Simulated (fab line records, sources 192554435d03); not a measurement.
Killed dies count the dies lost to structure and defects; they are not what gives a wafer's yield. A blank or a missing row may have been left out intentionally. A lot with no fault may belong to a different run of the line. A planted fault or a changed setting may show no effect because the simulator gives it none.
Matching of chambers :: flow n5-finfet :: pecvd-01 running N5_BEOL_M4_PECVD_72: 3 sister chambers
The step deposits SiO2 from TEOS/O2, target thk 16 nm, time 18 s. 14 wafers are shown with their chamber, then 7 later ones without.

WAFERS, EACH WITH ITS CHAMBER
wafer: L080.2
chamber: 1
throttle-valve-pct (%): 21.5
showerhead-plenum-p-Torr (Torr): 8.75
heater-power-w (W): 719

wafer: L080.3
chamber: 2
throttle-valve-pct (%): 22.5
showerhead-plenum-p-Torr (Torr): 8.81
heater-power-w (W): 739

wafer: L080.6
chamber: 2
throttle-valve-pct (%): 22.3
showerhead-plenum-p-Torr (Torr): 8.80
heater-power-w (W): 720

wafer: L081.1
chamber: 0
throttle-valve-pct (%): 23.5
showerhead-plenum-p-Torr (Torr): 8.75
heater-power-w (W): 779

wafer: L081.3
chamber: 1
throttle-valve-pct (%): 21.7
showerhead-plenum-p-Torr (Torr): 8.77
heater-power-w (W): 764

wafer: L081.6
chamber: 1
throttle-valve-pct (%): 22.0
showerhead-plenum-p-Torr (Torr): 8.78
heater-power-w (W): 767

wafer: L084.2
chamber: 1
throttle-valve-pct (%): 21.9
showerhead-plenum-p-Torr (Torr): 8.77
heater-power-w (W): 848

wafer: L084.3
chamber: 1
throttle-valve-pct (%): 21.8
showerhead-plenum-p-Torr (Torr): 8.79
heater-power-w (W): 827

wafer: L084.6
chamber: 1
throttle-valve-pct (%): 21.5
showerhead-plenum-p-Torr (Torr): 8.77
heater-power-w (W): 807

wafer: L091.2
chamber: 2
throttle-valve-pct (%): 22.6
showerhead-plenum-p-Torr (Torr): 8.80
heater-power-w (W): 694

wafer: L091.3
chamber: 0
throttle-valve-pct (%): 23.7
showerhead-plenum-p-Torr (Torr): 8.73
heater-power-w (W): 684

wafer: L091.6
chamber: 2
throttle-valve-pct (%): 22.5
showerhead-plenum-p-Torr (Torr): 8.79
heater-power-w (W): 688

wafer: L093.1
chamber: 0
throttle-valve-pct (%): 23.9
showerhead-plenum-p-Torr (Torr): 8.73
heater-power-w (W): 754

wafer: L093.2
chamber: 1
throttle-valve-pct (%): 21.7
showerhead-plenum-p-Torr (Torr): 8.75
heater-power-w (W): 840

SIGNATURES, as means of the wafers listed above
reading: throttle-valve-pct
chamber 0: 23.700
chamber 1: 21.729
chamber 2: 22.475
scatter within a chamber: 0.176

reading: showerhead-plenum-p-Torr
chamber 0: 8.7367
chamber 1: 8.7686
chamber 2: 8.8000
scatter within a chamber: 0.0126

reading: heater-power-w
chamber 0: 739.00
chamber 1: 796.00
chamber 2: 710.25
scatter within a chamber: 42.7
Rule: for a wafer and a chamber, the distance is found by dividing, reading by reading, the gap between the wafer's reading and the chamber's mean by the reading's scatter, squaring, summing and taking the root. If the next closest chamber is less than 2 further off than the closest, the wafer can't be placed; otherwise it belongs to the closest. The scatter: take each reading less its chamber's mean, square it, sum over the shown wafers, divide by the number of wafers less the number of chambers, and take the root.

WAFERS MISSING THEIR CHAMBER
wafer: L093.5
throttle-valve-pct (%): 22.0
showerhead-plenum-p-Torr (Torr): 8.78
heater-power-w (W): 818

wafer: L097.1
throttle-valve-pct (%): 22.4
showerhead-plenum-p-Torr (Torr): 8.81
heater-power-w (W): 694

wafer: L097.4
throttle-valve-pct (%): 22.3
showerhead-plenum-p-Torr (Torr): 8.78
heater-power-w (W): 715

wafer: L097.6
throttle-valve-pct (%): 21.7
showerhead-plenum-p-Torr (Torr): 8.78
heater-power-w (W): 697

wafer: L096.2
throttle-valve-pct (%): 21.6
showerhead-plenum-p-Torr (Torr): 8.76
heater-power-w (W): 825

wafer: L096.5
throttle-valve-pct (%): 23.8
showerhead-plenum-p-Torr (Torr): 8.74
heater-power-w (W): 755

wafer: L096.6
throttle-valve-pct (%): 21.8
showerhead-plenum-p-Torr (Torr): 8.77
heater-power-w (W): 806

EACH ONE'S CHAMBER
wafer: L093.5
from the rows above: 1
in truth: 1

wafer: L097.1
from the rows above: 2
in truth: 2

wafer: L097.4
from the rows above: can't be placed: 2 or 1
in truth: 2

wafer: L097.6
from the rows above: 1
in truth: 1

wafer: L096.2
from the rows above: 1
in truth: 1

wafer: L096.5
from the rows above: 0
in truth: 0

wafer: L096.6
from the rows above: 1
in truth: 1
Correct placement for 6 of the 7. These rows do not allow placing 1 (true chamber among the candidates in 1). Wrongly placed: 0.
